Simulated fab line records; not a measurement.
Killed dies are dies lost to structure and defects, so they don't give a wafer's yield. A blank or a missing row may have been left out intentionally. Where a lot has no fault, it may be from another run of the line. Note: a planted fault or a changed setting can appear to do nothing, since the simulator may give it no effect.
Which tool is to blame? || flow n5Finfet || Sampling: 8 lots, 23 wafers, 8 of 1938 route steps

## WHAT THE GAUGES SHOWED, per wafer
N5_BEOL_M4_RC_MEAS_101.
{"lot": "L592", "measured": "day 8 13:00", "on": "prober-01", "DIBL_N (mV/V)": "35.3 35.1 35.1", "DIBL_P (mV/V)": "36.5 36.3 36.6", "IOFF_N (nA/um)": "0.14 0.14 0.15", "IOFF_P (nA/um)": "0.18 0.17 0.18", "ION_N (uA/um)": "674 673 679", "ION_P (uA/um)": "456 456 458", "SS_N (mV/dec)": "71.3 72.2 71.7", "SS_P (mV/dec)": "74.1 72.9 73.7", "VT_N (mV)": "251 249 249", "VT_P (mV)": "-257 -256 -257"}
{"lot": "L595", "measured": "day 10 03:57", "on": "prober-02", "DIBL_N (mV/V)": "37.9 39.7 38.8", "DIBL_P (mV/V)": "37.8 40.0 38.7", "IOFF_N (nA/um)": "0.16 0.20 0.17", "IOFF_P (nA/um)": "0.27 0.30 0.26", "ION_N (uA/um)": "674 681 670", "ION_P (uA/um)": "467 472 460", "SS_N (mV/dec)": "72.4 72.3 71.8", "SS_P (mV/dec)": "73.1 74.3 73.7", "VT_N (mV)": "247 249 249", "VT_P (mV)": "-245 -244 -246"}
{"lot": "L596", "measured": "day 10 04:58", "on": "prober-01", "DIBL_N (mV/V)": "36.9 40.6 38.2", "DIBL_P (mV/V)": "36.0 39.9 36.8", "IOFF_N (nA/um)": "0.17 0.23 0.19", "IOFF_P (nA/um)": "0.23 0.30 0.25", "ION_N (uA/um)": "683 687 678", "ION_P (uA/um)": "469 467 463", "SS_N (mV/dec)": "70.4 72.6 71.1", "SS_P (mV/dec)": "73.1 74.6 74.0", "VT_N (mV)": "246 245 246", "VT_P (mV)": "-247 -242 -246"}
{"lot": "L600", "measured": "day 11 12:39", "on": "prober-02", "DIBL_N (mV/V)": "38.4 37.8 36.4", "DIBL_P (mV/V)": "38.8 37.0 36.2", "IOFF_N (nA/um)": "0.21 0.19 0.17", "IOFF_P (nA/um)": "0.24 0.21 0.20", "ION_N (uA/um)": "694 676 681", "ION_P (uA/um)": "467 456 457", "SS_N (mV/dec)": "71.6 72.2 70.9", "SS_P (mV/dec)": "74.4 74.3 73.6", "VT_N (mV)": "242 245 245", "VT_P (mV)": "-249 -253 -250"}
{"lot": "L607", "measured": "day 12 15:43", "on": "prober-02", "DIBL_N (mV/V)": "37.5 35.9", "DIBL_P (mV/V)": "37.4 35.3", "IOFF_N (nA/um)": "0.20 0.16", "IOFF_P (nA/um)": "0.29 0.25", "ION_N (uA/um)": "689 681", "ION_P (uA/um)": "478 477", "SS_N (mV/dec)": "72.3 70.9", "SS_P (mV/dec)": "73.8 74.0", "VT_N (mV)": "245 250", "VT_P (mV)": "-241 -244"}
{"lot": "L608", "measured": "day 13 00:33", "on": "prober-01", "DIBL_N (mV/V)": "32.7 39.9 33.9", "DIBL_P (mV/V)": "31.2 39.2 34.2", "IOFF_N (nA/um)": "0.11 0.23 0.12", "IOFF_P (nA/um)": "0.13 0.24 0.17", "ION_N (uA/um)": "666 682 661", "ION_P (uA/um)": "450 460 460", "SS_N (mV/dec)": "69.8 72.1 70.7", "SS_P (mV/dec)": "72.5 74.5 72.8", "VT_N (mV)": "256 249 256", "VT_P (mV)": "-258 -251 -254"}
{"lot": "L611", "measured": "day 14 04:26", "on": "prober-02", "DIBL_N (mV/V)": "35.2 36.2 34.5", "DIBL_P (mV/V)": "34.6 36.1 34.0", "IOFF_N (nA/um)": "0.12 0.15 0.12", "IOFF_P (nA/um)": "0.16 0.17 0.15", "ION_N (uA/um)": "662 679 659", "ION_P (uA/um)": "454 458 451", "SS_N (mV/dec)": "71.2 71.1 71.2", "SS_P (mV/dec)": "72.1 73.1 72.1", "VT_N (mV)": "253 247 253", "VT_P (mV)": "-255 -254 -256"}
{"lot": "L613", "measured": "day 15 12:26", "on": "prober-01", "DIBL_N (mV/V)": "35.8 37.7 35.5", "DIBL_P (mV/V)": "36.4 38.7 36.3", "IOFF_N (nA/um)": "0.18 0.19 0.16", "IOFF_P (nA/um)": "0.24 0.26 0.23", "ION_N (uA/um)": "683 674 682", "ION_P (uA/um)": "470 460 472", "SS_N (mV/dec)": "71.4 72.8 71.3", "SS_P (mV/dec)": "73.4 73.5 73.2", "VT_N (mV)": "247 246 249", "VT_P (mV)": "-247 -248 -247"}

N5_BEOL_M7_OCD_MEAS_38.
{"lot": "L592", "measured": "day 9 18:38", "on": "ocd-02", "trenchDepthNm (nm)": "95.2 91.7 92.2"}
{"lot": "L595", "measured": "day 11 11:05", "on": "ocd-02", "trenchDepthNm (nm)": "97.4 93.1 92.6"}
{"lot": "L596", "measured": "day 11 10:41", "on": "ocd-02", "trenchDepthNm (nm)": "94.2 92.3 93.0"}
{"lot": "L600", "measured": "day 12 17:16", "on": "ocd-02", "trenchDepthNm (nm)": "154.2 92.4 97.8"}
{"lot": "L607", "measured": "day 13 19:06", "on": "ocd-02", "trenchDepthNm (nm)": "158.5 97.4"}
{"lot": "L608", "measured": "day 14 07:20", "on": "ocd-02", "trenchDepthNm (nm)": "89.6 92.9 92.7"}
{"lot": "L611", "measured": "day 15 11:25", "on": "ocd-02", "trenchDepthNm (nm)": "94.8 94.7 94.6"}
{"lot": "L613", "measured": "day 16 10:23", "on": "ocd-02", "trenchDepthNm (nm)": "96.7 91.5 91.9"}

N5_BEOL_M7_THK_MEAS_53: measures by xrf.
{"lot": "L592", "measured": "day 9 21:29", "on": "filmMetro-01", "M7_THK (nm)": "82.9 78.5 79.1"}
{"lot": "L595", "measured": "day 11 14:51", "on": "filmMetro-02", "M7_THK (nm)": "82.8 81.7 78.0"}
{"lot": "L596", "measured": "day 11 13:08", "on": "filmMetro-01", "M7_THK (nm)": "84.4 80.8 82.8"}
{"lot": "L600", "measured": "day 12 21:58", "on": "filmMetro-02", "M7_THK (nm)": "141.9 79.4 85.3"}
{"lot": "L607", "measured": "day 13 21:31", "on": "filmMetro-01", "M7_THK (nm)": "147.9 87.5"}
{"lot": "L608", "measured": "day 14 10:43", "on": "filmMetro-01", "M7_THK (nm)": "77.9 81.5 81.0"}
{"lot": "L611", "measured": "day 15 14:25", "on": "filmMetro-01", "M7_THK (nm)": "82.8 80.0 83.1"}
{"lot": "L613", "measured": "day 16 12:47", "on": "filmMetro-02", "M7_THK (nm)": "84.1 79.6 78.5"}

N5_BEOL_M7_RS_MEAS_57: measurement is done with a four-point probe.
{"lot": "L592", "measured": "day 9 21:38", "on": "filmMetro-01", "M7_RS (ohm/sq)": "0.275 0.295 0.293"}
{"lot": "L595", "measured": "day 11 14:59", "on": "filmMetro-01", "M7_RS (ohm/sq)": "0.278 0.283 0.298"}
{"lot": "L596", "measured": "day 11 13:16", "on": "filmMetro-02", "M7_RS (ohm/sq)": "0.271 0.285 0.278"}
{"lot": "L600", "measured": "day 12 22:05", "on": "filmMetro-01", "M7_RS (ohm/sq)": "0.151 0.290 0.269"}
{"lot": "L607", "measured": "day 13 21:40", "on": "filmMetro-01", "M7_RS (ohm/sq)": "0.146 0.264"}
{"lot": "L608", "measured": "day 14 10:52", "on": "filmMetro-01", "M7_RS (ohm/sq)": "0.299 0.285 0.286"}
{"lot": "L611", "measured": "day 15 14:32", "on": "filmMetro-01", "M7_RS (ohm/sq)": "0.276 0.287 0.276"}
{"lot": "L613", "measured": "day 16 12:55", "on": "filmMetro-02", "M7_RS (ohm/sq)": "0.273 0.294 0.296"}

## EACH LOT AND THE TOOL THAT RAN IT (in order: tool; ch and the chambers of the sampled wafers; start)
{"lot": "L592", "N5_BEOL_M7_ETCH_65": "rieDiel-03 ch 0,1,3, day 9 18:15", "N5_BEOL_M7_TRENCH_ETCH_37": "rieDiel-03 ch 0,1,3, day 9 18:28", "N5_BEOL_M7_CURE_75": "uvCure-01 ch 0, day 9 18:49", "N5_BEOL_M7_PRE_CLEAN_45": "pvdSputter-01, day 9 19:37"}
{"lot": "L595", "N5_BEOL_M7_ETCH_65": "rieDiel-03 ch 0,2,3, day 11 10:42", "N5_BEOL_M7_TRENCH_ETCH_37": "rieDiel-03 ch 0,2,3, day 11 10:55", "N5_BEOL_M7_CURE_75": "uvCure-01 ch 2, day 11 11:20", "N5_BEOL_M7_PRE_CLEAN_45": "pvdSputter-03, day 11 11:45"}
{"lot": "L596", "N5_BEOL_M7_ETCH_65": "rieDiel-03 ch 1,3, day 11 10:18", "N5_BEOL_M7_TRENCH_ETCH_37": "rieDiel-03 ch 1,3, day 11 10:31", "N5_BEOL_M7_CURE_75": "uvCure-03 ch 2, day 11 10:58", "N5_BEOL_M7_PRE_CLEAN_45": "pvdSputter-01, day 11 11:24"}
{"lot": "L600", "N5_BEOL_M7_ETCH_65": "rieDiel-03 ch 1,2,3, day 12 16:53", "N5_BEOL_M7_TRENCH_ETCH_37": "rieDiel-03 ch 1,2,3, day 12 17:07", "N5_BEOL_M7_CURE_75": "uvCure-01 ch 2, day 12 17:43", "N5_BEOL_M7_PRE_CLEAN_45": "pvdSputter-03, day 12 19:38"}
{"lot": "L607", "N5_BEOL_M7_ETCH_65": "rieDiel-03 ch 2, day 13 18:43", "N5_BEOL_M7_TRENCH_ETCH_37": "rieDiel-03 ch 2, day 13 18:56", "N5_BEOL_M7_CURE_75": "uvCure-01 ch 0, day 13 19:23", "N5_BEOL_M7_PRE_CLEAN_45": "pvdSputter-02, day 13 19:57"}
{"lot": "L608", "N5_BEOL_M7_ETCH_65": "rieDiel-04 ch 0,1,2, day 14 06:57", "N5_BEOL_M7_TRENCH_ETCH_37": "rieDiel-04 ch 0,1,2, day 14 07:10", "N5_BEOL_M7_CURE_75": "uvCure-01 ch 2, day 14 07:40", "N5_BEOL_M7_PRE_CLEAN_45": "pvdSputter-03, day 14 07:58"}
{"lot": "L611", "N5_BEOL_M7_ETCH_65": "rieDiel-05 ch 1,2, day 15 11:02", "N5_BEOL_M7_TRENCH_ETCH_37": "rieDiel-05 ch 1,2, day 15 11:16", "N5_BEOL_M7_CURE_75": "uvCure-02 ch 0, day 15 11:40", "N5_BEOL_M7_PRE_CLEAN_45": "pvdSputter-01, day 15 12:02"}
{"lot": "L613", "N5_BEOL_M7_ETCH_65": "rieDiel-03 ch 0,2, day 16 10:01", "N5_BEOL_M7_TRENCH_ETCH_37": "rieDiel-03 ch 0,2, day 16 10:14", "N5_BEOL_M7_CURE_75": "uvCure-01 ch 2, day 16 10:41", "N5_BEOL_M7_PRE_CLEAN_45": "pvdSputter-01, day 16 10:57"}
- N5_BEOL_M7_ETCH_65: etches SiARC in CF4, target depth 15.6 nm, time 26 s.
- N5_BEOL_M7_TRENCH_ETCH_37: etches SiCOH lowk in C4F6/O2, target depth 93.478 nm, time 31.2 s.
- N5_BEOL_M7_CURE_75: cures SiCOH lowk, time 120 s.
- N5_BEOL_M7_PRE_CLEAN_45: time 30 s.

## WHAT THE TOOLS THEMSELVES READ (means of the sampled wafers that have a number; where no wafer has one, the mark that the record gives instead)
N5_BEOL_M7_ETCH_65.
{"lot": "L592", "tool": "rieDiel-03", "drypumpMotorCurrentA (A)": 5.7, "etchRfOnTimeS (s)": 26.1, "oesProductAu (a.u.)": 0.68, "rfVppV (V)": 183.2, "showerheadPlenumPTorr (Torr)": 2.10, "throttleValvePct (%)": 15.82}
{"lot": "L595", "tool": "rieDiel-03", "drypumpMotorCurrentA (A)": 5.8, "etchRfOnTimeS (s)": 25.8, "oesProductAu (a.u.)": 0.75, "rfVppV (V)": 184.5, "showerheadPlenumPTorr (Torr)": 2.12, "throttleValvePct (%)": 15.64}
{"lot": "L596", "tool": "rieDiel-03", "drypumpMotorCurrentA (A)": 6.1, "etchRfOnTimeS (s)": 26.2, "oesProductAu (a.u.)": 0.66, "rfVppV (V)": 183.9, "showerheadPlenumPTorr (Torr)": 2.12, "throttleValvePct (%)": 15.84}
{"lot": "L600", "tool": "rieDiel-03", "drypumpMotorCurrentA (A)": 6.2, "etchRfOnTimeS (s)": 25.7, "oesProductAu (a.u.)": 0.72, "rfVppV (V)": 183.9, "showerheadPlenumPTorr (Torr)": 2.14, "throttleValvePct (%)": 15.66}
{"lot": "L607", "tool": "rieDiel-03", "drypumpMotorCurrentA (A)": 6.2, "etchRfOnTimeS (s)": 24.9, "oesProductAu (a.u.)": 0.79, "rfVppV (V)": 183.6, "showerheadPlenumPTorr (Torr)": 2.19, "throttleValvePct (%)": 15.30}
{"lot": "L608", "tool": "rieDiel-04", "drypumpMotorCurrentA (A)": 5.1, "etchRfOnTimeS (s)": 26.1, "oesProductAu (a.u.)": 0.59, "rfVppV (V)": 183.5, "showerheadPlenumPTorr (Torr)": 2.13, "throttleValvePct (%)": 15.80}
{"lot": "L611", "tool": "rieDiel-05", "drypumpMotorCurrentA (A)": 5.4, "etchRfOnTimeS (s)": 25.4, "oesProductAu (a.u.)": 0.70, "rfVppV (V)": 186.1, "showerheadPlenumPTorr (Torr)": 2.26, "throttleValvePct (%)": 15.84}
{"lot": "L613", "tool": "rieDiel-03", "drypumpMotorCurrentA (A)": 5.3, "etchRfOnTimeS (s)": 25.8, "oesProductAu (a.u.)": 0.66, "rfVppV (V)": 183.1, "showerheadPlenumPTorr (Torr)": 2.08, "throttleValvePct (%)": 15.77}

N5_BEOL_M7_TRENCH_ETCH_37.
{"lot": "L592", "tool": "rieDiel-03", "O2_flow_sccm (sccm)": 9.983, "drypumpMotorCurrentA (A)": 5.8, "oes_f_703_au (a.u.)": 0.80, "oesProductAu (a.u.)": 0.81, "rfVppV (V)": 661, "showerheadPlenumPTorr (Torr)": 2.79, "throttleValvePct (%)": 21.18}
{"lot": "L595", "tool": "rieDiel-03", "O2_flow_sccm (sccm)": 10.022, "drypumpMotorCurrentA (A)": 5.8, "oes_f_703_au (a.u.)": 0.86, "oesProductAu (a.u.)": 0.87, "rfVppV (V)": 668, "showerheadPlenumPTorr (Torr)": 2.81, "throttleValvePct (%)": 20.99}
{"lot": "L596", "tool": "rieDiel-03", "O2_flow_sccm (sccm)": 10.028, "drypumpMotorCurrentA (A)": 6.2, "oes_f_703_au (a.u.)": 0.77, "oesProductAu (a.u.)": 0.77, "rfVppV (V)": 658, "showerheadPlenumPTorr (Torr)": 2.83, "throttleValvePct (%)": 21.16}
{"lot": "L600", "tool": "rieDiel-03", "O2_flow_sccm (sccm)": 10.011, "drypumpMotorCurrentA (A)": 6.1, "oes_f_703_au (a.u.)": 0.84, "oesProductAu (a.u.)": 0.96, "rfVppV (V)": 666, "showerheadPlenumPTorr (Torr)": 2.84, "throttleValvePct (%)": 21.02}
{"lot": "L607", "tool": "rieDiel-03", "O2_flow_sccm (sccm)": 9.965, "drypumpMotorCurrentA (A)": 6.2, "oes_f_703_au (a.u.)": 0.90, "oesProductAu (a.u.)": 1.10, "rfVppV (V)": 683, "showerheadPlenumPTorr (Torr)": 2.90, "throttleValvePct (%)": 20.60}
{"lot": "L608", "tool": "rieDiel-04", "O2_flow_sccm (sccm)": 10.002, "drypumpMotorCurrentA (A)": 5.1, "oes_f_703_au (a.u.)": 0.70, "oesProductAu (a.u.)": 0.70, "rfVppV (V)": 668, "showerheadPlenumPTorr (Torr)": 2.82, "throttleValvePct (%)": 21.03}
{"lot": "L611", "tool": "rieDiel-05", "O2_flow_sccm (sccm)": 9.948, "drypumpMotorCurrentA (A)": 5.4, "oes_f_703_au (a.u.)": 0.81, "oesProductAu (a.u.)": 0.82, "rfVppV (V)": 673, "showerheadPlenumPTorr (Torr)": 2.99, "throttleValvePct (%)": 21.14}
{"lot": "L613", "tool": "rieDiel-03", "O2_flow_sccm (sccm)": 10.005, "drypumpMotorCurrentA (A)": 5.3, "oes_f_703_au (a.u.)": 0.76, "oesProductAu (a.u.)": 0.76, "rfVppV (V)": 672, "showerheadPlenumPTorr (Torr)": 2.76, "throttleValvePct (%)": 21.04}

N5_BEOL_M7_CURE_75.
{"lot": "L592", "tool": "uvCure-01", "lampPowerPct (%)": 52.28, "wafer_temp_C_max": 371.8}
{"lot": "L595", "tool": "uvCure-01", "lampPowerPct (%)": 52.38, "wafer_temp_C_max": 371.9}
{"lot": "L596", "tool": "uvCure-03", "lampPowerPct (%)": 52.30, "wafer_temp_C_max": 371.4}
{"lot": "L600", "tool": "uvCure-01", "lampPowerPct (%)": 52.32, "wafer_temp_C_max": 372.0}
{"lot": "L607", "tool": "uvCure-01", "lampPowerPct (%)": 52.39, "wafer_temp_C_max": 371.8}
{"lot": "L608", "tool": "uvCure-01", "lampPowerPct (%)": 52.30, "wafer_temp_C_max": 371.9}
{"lot": "L611", "tool": "uvCure-02", "lampPowerPct (%)": 52.31, "wafer_temp_C_max": 372.4}
{"lot": "L613", "tool": "uvCure-01", "lampPowerPct (%)": 52.32, "wafer_temp_C_max": 372.4}

N5_BEOL_M7_PRE_CLEAN_45.
{"lot": "L592", "tool": "pvdSputter-01", "heaterPowerW (W)": 357}
{"lot": "L595", "tool": "pvdSputter-03", "heaterPowerW (W)": 300}
{"lot": "L596", "tool": "pvdSputter-01", "heaterPowerW (W)": 348}
{"lot": "L600", "tool": "pvdSputter-03", "heaterPowerW (W)": 310}
{"lot": "L607", "tool": "pvdSputter-02", "heaterPowerW (W)": 288}
{"lot": "L608", "tool": "pvdSputter-03", "heaterPowerW (W)": 315}
{"lot": "L611", "tool": "pvdSputter-01", "heaterPowerW (W)": 353}
{"lot": "L613", "tool": "pvdSputter-01", "heaterPowerW (W)": 335}

## THE ANSWER, worked out from the rows above alone
Rule: the lots themselves supply what counts as usual. Put in order of their means at a reading, lots are off if they are a third of the lots or fewer, leave a main group of 4 or more, and stand apart from it by a gap of 3 or more times the standard deviation of the main group's means; of several such gaps the widest counts. A main group whose means are all the same, to the digits that the tables above print for the reading, isn't used. Also off: a lot with no number at a reading for which 4 or more lots have one. The other lots that the step has rows for count as sound. After the gauges, taken in route order, come the tools' own readings; for these a lot's mean is taken, as printed above. At the first step where some lot is off, the reading lying furthest off is the one used; lots without a number count as furthest.
Off: L600, L607, at N5_BEOL_M7_OCD_MEAS_38 (trenchDepthNm). Mean 93.4 nm and standard deviation 0.97 in the main group.
A tool fits if, at a process step before that reading, it ran every lot that is off, and no sound lot after the first of them. The gauges at N5_BEOL_M7_OCD_MEAS_38 aren't tried: what is off there is off at N5_BEOL_M7_THK_MEAS_53 too, on other tools, and a gauge's error can't cause that. Not one of the candidates tried fits.

## WHAT THE SIMULATOR HAD INSERTED
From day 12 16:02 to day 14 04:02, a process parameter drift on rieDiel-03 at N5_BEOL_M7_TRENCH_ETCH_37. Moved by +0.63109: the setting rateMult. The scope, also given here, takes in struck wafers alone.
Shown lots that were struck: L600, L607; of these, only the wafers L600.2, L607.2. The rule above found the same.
